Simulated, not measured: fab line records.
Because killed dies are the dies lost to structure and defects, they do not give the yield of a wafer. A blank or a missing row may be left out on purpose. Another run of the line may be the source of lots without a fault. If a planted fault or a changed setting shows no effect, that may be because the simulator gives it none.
A struck lot beside a sound one | flow n5 finfet | 15 steps out of a route of 1938
Sound: wafers L966.3, L966.5, L966.6. Wafers struck: L975.1, L975.5, L975.6. At the end, the cause is stated.
Each step with rows lists, per side, the tool, then ch with its chambers, then its first start. Under that, the readings that differ: sound wafers | struck wafers | difference of the means | sigmas: that difference in standard deviations of wafers without a fault.
alike: readings with means less than 2 such deviations apart, plus words and numbers identical on both sides. not compared: withheld readings, readings lacking a value on some wafer, bounds such as >300 that could conceal the same value, and numbers that have no deviation in the record and whose values overlap.
Wherever a step has rows on one side only, a row that says differs or no value, or a row with sigmas, the two part there. When numbers do not overlap yet have no deviation, they are printed without sigmas and do not part them. A reading missing from all wafers of one side parts the sides only when that side holds two or more wafers.

first, 1 step without rows for these wafers: N5_BEOL_M15_HARDBAKE_14 (time 120 s).
N5_BEOL_M15_CD_MEAS_10: the cd target is 360 nm.
  sound on cd sem-01 ch 0, day 12 17:11; struck on cd sem-01 ch 0, day 15 09:42
  alike: cd nm
N5_BEOL_M15_OVL_MEAS_11:
  sound on overlay-02 ch 0, day 12 17:13; struck on overlay-02 ch 0, day 15 09:44
  alike: V14_OVL
N5_BEOL_M15_INSPECT_12: inspects for defects (macro).
  sound on defect inspect-01 at day 12 17:15; struck on defect inspect-01 at day 15 09:45
  alike: raw defect count
then, 1 step without rows for these wafers: N5_BEOL_M15_DESCUM_15 (chemistry O2, time 7.9 s).
N5_BEOL_M15_ETCH_59: etches BARC in N2/H2, target depth 89 nm, overetch 26.7 nm, time 67.9 s.
  sound on rie diel-02 ch 0,3, day 12 17:19; struck on rie diel-02 ch 1,2,3, day 15 10:17
  alike: drypump motor current A, oes product au, rf vpp V, showerhead plenum p Torr, throttle valve pct
  not compared: rf hours counter h
N5_BEOL_M15_VIA_ETCH_16: etches SiO2 in C4F8/O2/Ar, target depth 1792.2 nm.
  sound on rie diel-02 ch 0,3, day 12 17:22; struck on rie diel-02 ch 1,2,3, day 15 10:20
  alike: drypump motor current A, oes product au, rf vpp V, showerhead plenum p Torr, throttle valve pct
N5_BEOL_M15_STRIP_63: strips in O2.
  sound: rie diel-02 ch 0,3; struck: rie diel-02 ch 1,2,3
  alike: drypump motor current A, oes product au, rf vpp V, showerhead plenum p Torr, throttle valve pct
  not compared: rf hours counter h
N5_BEOL_M15_STRIP_64: strips in O2.
  sound: rie diel-02 ch 0,3; struck: rie diel-02 ch 1,2,3
  alike: drypump motor current A, oes product au, rf vpp V, showerhead plenum p Torr, throttle valve pct
  not compared: rf hours counter h
then, 2 steps without rows for these wafers: N5_BEOL_M15_STRIP_65 (strips in post etch residue remover, time 60 s); N5_BEOL_M15_SRD_66 (time 30 s, dry time 30 s).
N5_BEOL_M15_CD_MEAS_17: the cd target is 360 nm.
  sound on cd sem-02 at day 12 17:47; struck on cd sem-01 at day 15 10:44
  alike: cd nm
N5_BEOL_M15_COAT_56: time 60 s, resist thk 550 nm.
  sound on litho track-03 ch 0, day 12 17:49; struck on litho track-03 ch 0, day 15 10:46
  reading                  | sound                | struck               | difference | sigmas
  heater power total W (W) | 501.8 499.6 498.3    | 517.2 516.6 521.4    | +18.5      | +10
  plate temp C (C)         | 250.12 249.90 250.00 | 257.86 257.79 257.91 | +7.85      | +44
  alike: dispense pressure kPa, resist line temp C, spin speed rpm
N5_BEOL_M15_ETCH_57: etches SOC in N2/H2, time 750 s.
  sound on rie diel-06 ch 0,1,3, day 12 17:53; struck on rie diel-06 ch 0,2,3, day 15 10:52
  alike: drypump motor current A, oes product au, rf vpp V, showerhead plenum p Torr, throttle valve pct
  not compared: rf hours counter h
N5_PASSIVATION_PROBE_49:
  sound on prober-01 at day 13 13:19; struck on prober-02 at day 16 08:01
  alike: defect limited yield, killed_at_M0_to_M3, killed_at_M4_up, killed at contacts, killed at front end, killed at other, killed dies, killed open, killed short, sort_bin_5_function, sort_bin_6_memory, sort_bin_8_speed, sort n pass, sort yield pct

WHERE THEY PART
At N5_BEOL_M15_COAT_56 and nowhere else, as far as this record goes. Later steps at which nothing parts them and some readings are alike: N5_BEOL_M15_ETCH_57, N5_PASSIVATION_PROBE_49.

WHY: what had been put in by the simulator
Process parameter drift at N5_BEOL_M15_COAT_56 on litho track-03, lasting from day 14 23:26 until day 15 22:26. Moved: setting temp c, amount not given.
